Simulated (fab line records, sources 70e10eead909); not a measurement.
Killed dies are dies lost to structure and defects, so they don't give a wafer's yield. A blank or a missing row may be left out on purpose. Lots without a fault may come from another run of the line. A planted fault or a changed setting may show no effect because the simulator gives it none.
A struck lot beside a sound one | flow nand_harc | 13 steps out of a route of 1159
Sound: wafers L520.1, L520.4, L520.6. Struck: wafers L529.2, L529.4, L529.5. The cause comes at the end.
At each step with rows: each side's tool, then ch and its chambers, then its first start. Under that, the readings that differ: sound wafers | struck wafers | difference of the means | sigmas: that difference in standard deviations of wafers without a fault.
alike: readings whose means differ by less than 2 such deviations, and words and numbers that are the same on both sides. not compared: withheld readings, readings that some wafer has no value for, bounds like >300 that may hide the same value, and numbers for which the record gives no deviation and whose values overlap.
The two part at a step that has a row with sigmas, a row that says differs or no value, or rows on one side only. Numbers that don't overlap but have no deviation are shown without sigmas and don't part them. A reading that every wafer of one side lacks parts them only if that side has two wafers or more.

first, 1 step without rows for these wafers: NHARC_A_CONTACT_STRIP_27 (strips in post etch residue remover, time 600 s).
NHARC_A_CONTACT_ALD_18: deposits TiN, target thk 3 nm, pulse time 1 s, ald cycles 150.
  sound on ald_metal-03 ch 1,2, day 18 00:17; struck on ald_metal-02 ch 1,2,3, day 20 05:22
  alike: heater_power_w, precursor_pulse_height_rel
NHARC_A_CONTACT_CVD_19: deposits W, target thk 300 nm, time 802 s.
  sound on cvd_w-01 ch 0,1; struck on cvd_w-01 ch 0
  alike: heater_power_w, mfc_ar_sccm, throttle_valve_pct
NHARC_A_CONTACT_CMP_20: polishes, t overpolish 30 s, target thk 300 nm.
  sound on cmp-02 ch 0,2,3, day 18 06:45; struck on cmp-02 ch 0,2, day 20 10:19
  reading                | sound          | struck         | difference | sigmas
  time_to_endpoint_s (s) | 65.4 59.8 62.9 | 58.9 55.4 56.5 | -5.8       | -2
  alike: motor_current_A, overpolish_run_s
then, 1 step without rows for these wafers: NHARC_A_CONTACT_SRD_22.
NHARC_A_CONTACT_INSPECT_23:
  sound on defect_inspect-02, day 18 07:06; struck on defect_inspect-02, day 20 10:43
  alike: raw_defect_count
then, 5 steps without rows for these wafers: NHARC_A_BLC_DEHYDRATE_00 (time 120 s); NHARC_A_BLC_HMDS_01 (time 30 s); NHARC_A_BLC_COAT_02 (time 75 s); NHARC_A_BLC_COAT_03 (time 65 s); NHARC_A_BLC_COAT_04 (resist thk 90 nm).
NHARC_A_BLC_SOFTBAKE_05: time 55 s.
  sound on litho_track-06 ch 0, day 18 07:00; struck on litho_track-06 ch 0, day 20 10:00
  reading                  | sound                | struck               | difference | sigmas
  heater_power_total_W (W) | 188.19 188.30 188.39 | 183.50 183.47 183.73 | -4.73      | -34
then, 1 step without rows for these wafers: NHARC_A_BLC_EBR_06.

WHERE THEY PART
First at NHARC_A_CONTACT_CMP_20; last, within this record, at NHARC_A_BLC_SOFTBAKE_05.

WHY: what the simulator had put in
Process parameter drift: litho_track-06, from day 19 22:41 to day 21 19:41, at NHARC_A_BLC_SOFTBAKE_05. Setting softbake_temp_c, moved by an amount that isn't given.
